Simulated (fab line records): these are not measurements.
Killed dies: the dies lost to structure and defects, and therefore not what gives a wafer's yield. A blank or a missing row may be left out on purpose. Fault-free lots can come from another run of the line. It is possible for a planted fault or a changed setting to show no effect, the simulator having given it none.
One fault through the eyes of 2 desks | flow n5_finfet | only its own numbers are on each desk; what lay behind them is given at the end

== TOOL OWNER'S DESK, vapor_etch-02 ==
The tool's own readings at N5_STI_FIN_REVEAL_RECESS_09 (chemistry HF/NH3, target SiO2, afs cycles 11, target depth 42.5 nm, sublimation time 60 s): means of the sampled wafers that have a number, for each lot that ran on this tool. Any lot whose mean is over 4 standard deviations away from the usual mean is out of limits and marked OUT; that distance is given in the brackets.
Columns: A = drypump_motor_current_A at N5_STI_FIN_REVEAL_RECESS_09, usual 5.6 A; B = temp_c at N5_STI_FIN_REVEAL_RECESS_09, usual 29.97 C
lot  | first seen here | A   | B
L172 | day 3 16:17     | 5.2 | 30.00
L174 | day 4 04:17     | 5.2 | 30.04
L187 | day 7 10:37     | 5.2 | 29.87
L188 | day 7 19:14     | 5.2 | 29.92
L189 | day 7 21:09     | 5.2 | 29.91
Finding of this desk: none of the 5 lots has anything out of limits.

== AT THE METROLOGY DESK ==
Means of the sampled wafers that have a number, per lot and without regard to the tool the lot ran on: this is what the gauges read. Any lot whose mean is over 4 standard deviations away from the usual mean is out of limits and marked OUT; that distance is given in the brackets.
Columns: A = FIN_CUT_OVL at N5_FIN_CUT_OVL_MEAS_09, usual 0.1 nm; B = trench_depth_nm at N5_STI_FIN_REVEAL_FIN_H_MEAS_10, usual 51.9 nm
lot  | first seen here | A    | B
L168 | day 2 08:10     | 0.2  | 51.6
L169 | day 2 15:07     | 0.2  | 51.7
L172 | day 3 09:18     | 0.2  | 44.0 (-11) OUT
L174 | day 3 20:56     | 0.2  | 34.9 (-24) OUT
L180 | day 5 12:19     | 0.9  | 52.5
L181 | day 5 18:56     | 0.7  | 52.2
L183 | day 6 04:28     | 0.3  | 52.8
L185 | day 6 14:41     | 0.3  | 51.5
L186 | day 6 22:44     | 0.4  | 51.8
L187 | day 7 03:28     | -0.2 | 52.2
L188 | day 7 11:37     | -0.8 | 52.6
L189 | day 7 13:50     | 0.2  | 51.7
This desk's finding: out of limits on L172, L174; first on L172, day 3 19:31 (trench_depth_nm at N5_STI_FIN_REVEAL_FIN_H_MEAS_10). In limits: L168, L169, L180, L181, L183, L185, L186, L187, L188, L189.

== TAKEN TOGETHER ==
L172, L174 would have let the metrology desk raise an alarm at day 3 19:31.
Nothing out of limits was seen by the tool owner's desk.
The tool owner's desk has L172, L174 on record, within its limits.
The lots listed all ran N5_STI_FIN_REVEAL_RECESS_09 on vapor_etch-02.

== WHAT WAS PUT IN BY THE SIMULATOR ==
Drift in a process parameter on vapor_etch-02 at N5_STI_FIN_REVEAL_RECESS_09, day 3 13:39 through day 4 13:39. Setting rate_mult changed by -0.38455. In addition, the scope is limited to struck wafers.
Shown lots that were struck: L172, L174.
Hours from the fault's start to each desk's first reading out of limits: the metrology desk, 6.
